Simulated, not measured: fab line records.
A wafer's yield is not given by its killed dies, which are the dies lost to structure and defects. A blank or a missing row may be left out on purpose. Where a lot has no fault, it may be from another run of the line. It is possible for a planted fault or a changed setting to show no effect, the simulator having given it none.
Split-lot experiment | flow n5-finfet | 21 wafers read from 7 lots, route of 1938 steps

## THE SPLIT
At N5_BEOL_M9_TRENCH_ETCH_37 (etches SiCOH lowk in C4F6/O2, target depth 151.43 nm, time 49 s), the setting time-s was moved away from the recipe's 49 s on 8 of the 21 wafers read, by -14.7% to +18.7%. This setting was run at the recipe's value on the other wafers.

## FROM THE SPLIT TO THE READING: what the file shows between them, 11 steps
- N5_BEOL_M9_ETCH_41: etches SiCN in CH3F/O2, target depth 36.6 nm, time 70.1 s
- N5_BEOL_M9_STRIP_80: strips in N2/H2, time 10 s
- N5_BEOL_M9_OCD_MEAS_38
- N5_BEOL_M9_HM_STRIP_39: strips TiN in peroxide tin strip, target depth 25 nm, time 158 s
- N5_BEOL_M9_SRD_40: time 30 s
- N5_BEOL_M9_ECD_50: material Cu, target thk 318 nm
- N5_BEOL_M9_ANNEAL_51: time 90 s
- N5_BEOL_M9_CMP_52: polishes, stops on SiCOH lowk, t overpolish 7 s, target thk 140 nm
- N5_BEOL_M9_THK_MEAS_53: measures by xrf
- N5_BEOL_M9_PRE_CLEAN_55: time 15 s
- N5_BEOL_M9_DEP_56: deposits SiCN from 3MS/NH3, target thk 15 nm, time 26.5 s

## THE READING
M9_RS (ohm/sq), read at N5_BEOL_M9_RS_MEAS_57 with a four-point probe. On this fab line, fault-free wafers typically give 0.151 ohm/sq with a standard deviation of 0.0037 ohm/sq.

wafer  | tool, chamber at the split | time-s as run, s | against the recipe | M9_RS, ohm/sq | against lot-mates on the recipe
L080.1 | rie-diel-06, 1             | 58.15            | +18.7%             | 0.125         | -0.030
L080.2 | rie-diel-06, 3             | 58.15            | +18.7%             | 0.127         | -0.028
L080.4 | rie-diel-06, 2             | 49               | recipe             | 0.155         | -
L084.2 | rie-diel-04, 0             | 56.74            | +15.8%             | 0.128         | -0.024
L084.4 | rie-diel-04, 1             | 56.74            | +15.8%             | 0.137         | -0.015
L084.5 | rie-diel-04, 3             | 49               | recipe             | 0.152         | -
L085.2 | rie-diel-04, 0             | 49               | recipe             | 0.153         | -
L085.5 | rie-diel-04, 1             | 49               | recipe             | 0.160         | -
L085.6 | rie-diel-04, 2             | 49               | recipe             | 0.146         | -
L090.2 | rie-diel-04, 1             | 49               | recipe             | 0.158         | -
L090.4 | rie-diel-04, 0             | 49               | recipe             | 0.149         | -
L090.5 | rie-diel-04, 0             | 49               | recipe             | 0.147         | -
L093.1 | rie-diel-03, 3             | 41.8             | -14.7%             | 0.180         | +0.032
L093.3 | rie-diel-03, 1             | 49               | recipe             | 0.148         | -
L093.6 | rie-diel-03, 3             | 41.8             | -14.7%             | 0.178         | +0.030
L094.1 | rie-diel-03, 0             | 49               | recipe             | 0.153         | -
L094.4 | rie-diel-03, 2             | 49               | recipe             | 0.151         | -
L094.5 | rie-diel-03, 2             | 49               | recipe             | 0.150         | -
L095.1 | rie-diel-03, 3             | 45.67            | -6.8%              | 0.162         | +0.011
L095.2 | rie-diel-03, 0             | 45.67            | -6.8%              | 0.166         | +0.015
L095.4 | rie-diel-03, 1             | 49               | recipe             | 0.151         | -

THE FIT
A straight line over all 21 wafers: M9_RS changes by -0.00149 ohm/sq for each +1% of time-s; r = -0.96; the points scatter about the line by 0.0042 ohm/sq.
The same after taking each lot's own level away (the mean of its wafers on the recipe; 21 wafers): -0.00164 ohm/sq for each +1%; r = -0.96; scatter 0.0044 ohm/sq.
Per that fit: largest time-s move, reading shift of 0.031 ohm/sq.
Measured against the standard deviation above, the lots' own levels, which go from 0.1480 to 0.1550 ohm/sq, span 1.9 times it.
The two slopes agree, so the slope changes little with the lot-to-lot level.
Check: with one of the wafers moved furthest among these (+18.7%) left out of the fit, the line predicts -0.0288 ohm/sq for it against its lot-mates. Against them it came out at -0.03 ohm/sq.

## THE WHOLE CHAIN: every reading that the file lists as answering this split, in the file's order
step                      | what it does                                                       | reading                                                                      | change (the file's fit)              | r (the file's)
N5_BEOL_M9_TRENCH_ETCH_37 | etches SiCOH lowk in C4F6/O2, target depth 151.43 nm, time 49 s    | etch.depth-nm (the simulator's own value, which no gauge read)               | +1.41 nm for each +1% of the setting | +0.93
N5_BEOL_M9_TRENCH_ETCH_37 | etches SiCOH lowk in C4F6/O2, target depth 151.43 nm, time 49 s    | BEOL_M9.feature-depth-nm (the simulator's own value, which no gauge read)    | +1.41 nm for each +1% of the setting | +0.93
N5_BEOL_M9_OCD_MEAS_38    |                                                                    | trench-depth-nm                                                              | +1.4 nm for each +1% of the setting  | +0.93
N5_BEOL_M9_CMP_52         | polishes, stops on SiCOH lowk, t overpolish 7 s, target thk 140 nm | Cu_of_BEOL_M9_ECD_50.thk-nm (the simulator's own value, which no gauge read) | +1.42 nm for each +1% of the setting | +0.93
N5_BEOL_M9_THK_MEAS_53    | measures by xrf                                                    | M9_THK                                                                       | +1.45 for each +1% of the setting    | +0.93
N5_BEOL_M9_RS_MEAS_57     | measures by four-point-probe                                       | M9_RS                                                                        | -0.00161 for each +1% of the setting | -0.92

## THE FILE'S OWN FIT
M9_RS changes by -0.00161 ohm/sq for each +1% of time-s, r = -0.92.
